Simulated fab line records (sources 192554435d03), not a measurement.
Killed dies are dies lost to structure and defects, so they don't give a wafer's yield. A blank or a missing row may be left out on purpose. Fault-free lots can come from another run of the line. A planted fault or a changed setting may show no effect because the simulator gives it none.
Chamber matching / flow n5_finfet / ald_hk-02 running N5_HKMG_FIN_HK_ALD_01: 4 sister chambers
The step deposits HfO2, target thk 1.6 nm, pulse time 3 s, purge time 3 s. 30 wafers are shown with their chamber, then 12 later ones without.

## WAFERS, EACH WITH ITS CHAMBER
wafer=L076.1 chamber=2 precursor_pulse_height_rel=0.997
wafer=L076.3 chamber=1 precursor_pulse_height_rel=1.000
wafer=L076.5 chamber=3 precursor_pulse_height_rel=0.993
wafer=L078.1 chamber=2 precursor_pulse_height_rel=0.981
wafer=L078.3 chamber=0 precursor_pulse_height_rel=0.977
wafer=L078.5 chamber=3 precursor_pulse_height_rel=0.991
wafer=L079.1 chamber=1 precursor_pulse_height_rel=0.989
wafer=L079.2 chamber=2 precursor_pulse_height_rel=0.981
wafer=L079.4 chamber=0 precursor_pulse_height_rel=1.010
wafer=L080.2 chamber=2 precursor_pulse_height_rel=0.986
wafer=L080.4 chamber=0 precursor_pulse_height_rel=1.005
wafer=L080.5 chamber=3 precursor_pulse_height_rel=0.991
wafer=L081.1 chamber=3 precursor_pulse_height_rel=1.012
wafer=L081.5 chamber=1 precursor_pulse_height_rel=0.992
wafer=L081.6 chamber=0 precursor_pulse_height_rel=1.005
wafer=L082.1 chamber=0 precursor_pulse_height_rel=1.005
wafer=L082.4 chamber=3 precursor_pulse_height_rel=0.982
wafer=L082.6 chamber=2 precursor_pulse_height_rel=1.027
wafer=L084.1 chamber=1 precursor_pulse_height_rel=1.005
wafer=L084.2 chamber=2 precursor_pulse_height_rel=1.024
wafer=L084.3 chamber=3 precursor_pulse_height_rel=1.024
wafer=L089.1 chamber=1 precursor_pulse_height_rel=1.011
wafer=L089.3 chamber=2 precursor_pulse_height_rel=1.007
wafer=L089.4 chamber=3 precursor_pulse_height_rel=1.021
wafer=L090.2 chamber=0 precursor_pulse_height_rel=1.007
wafer=L090.5 chamber=1 precursor_pulse_height_rel=1.015
wafer=L090.6 chamber=2 precursor_pulse_height_rel=1.028
wafer=L092.1 chamber=1 precursor_pulse_height_rel=0.990
wafer=L092.2 chamber=3 precursor_pulse_height_rel=1.005
wafer=L092.5 chamber=1 precursor_pulse_height_rel=1.009

SIGNATURES (means of the wafers above)
reading=precursor_pulse_height_rel; chamber 0=1.00150; chamber 1=1.00137; chamber 2=1.00388; chamber 3=1.00238; scatter within a chamber=0.0153
Rule: for each reading, subtract the chamber's mean from the wafer's reading, divide by that reading's scatter and square the result; add these up over the readings and take the root, which gives the wafer's distance from the chamber. If the next closest chamber is less than 2 further off than the closest, the wafer can't be placed; otherwise it belongs to the closest. How the scatter is found: for the shown wafers, subtract from each reading the mean of its chamber, square and add these, divide the total by (wafers less chambers), then take the root.

## WAFERS WITHOUT THEIR CHAMBER
wafer=L095.1 precursor_pulse_height_rel=1.009
wafer=L095.2 precursor_pulse_height_rel=1.021
wafer=L095.3 precursor_pulse_height_rel=1.015
wafer=L095.4 precursor_pulse_height_rel=1.001
wafer=L095.5 precursor_pulse_height_rel=1.014
wafer=L095.6 precursor_pulse_height_rel=0.998
wafer=L096.1 precursor_pulse_height_rel=0.984
wafer=L096.4 precursor_pulse_height_rel=1.052
wafer=L096.5 precursor_pulse_height_rel=0.984
wafer=L097.2 precursor_pulse_height_rel=1.018
wafer=L097.4 precursor_pulse_height_rel=1.015
wafer=L097.5 precursor_pulse_height_rel=0.978

## EACH ONE'S CHAMBER
wafer=L095.1; from the rows above=can't be placed: 2 or 3 or 0 or 1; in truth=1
wafer=L095.2; from the rows above=can't be placed: 2 or 3 or 0 or 1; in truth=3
wafer=L095.3; from the rows above=can't be placed: 2 or 3 or 0 or 1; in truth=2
wafer=L095.4; from the rows above=can't be placed: 1 or 0 or 3 or 2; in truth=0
wafer=L095.5; from the rows above=can't be placed: 2 or 3 or 0 or 1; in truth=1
wafer=L095.6; from the rows above=can't be placed: 1 or 0 or 3 or 2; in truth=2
wafer=L096.1; from the rows above=can't be placed: 1 or 0 or 3 or 2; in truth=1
wafer=L096.4; from the rows above=can't be placed: 2 or 3 or 0 or 1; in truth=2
wafer=L096.5; from the rows above=can't be placed: 1 or 0 or 3 or 2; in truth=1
wafer=L097.2; from the rows above=can't be placed: 2 or 3 or 0 or 1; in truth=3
wafer=L097.4; from the rows above=can't be placed: 2 or 3 or 0 or 1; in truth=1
wafer=L097.5; from the rows above=can't be placed: 1 or 0 or 3 or 2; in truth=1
Correctly placed: 0 of 12. From these rows, 12 cannot be placed; in 12 the true chamber is one of the candidates. Wrongly placed: 0.
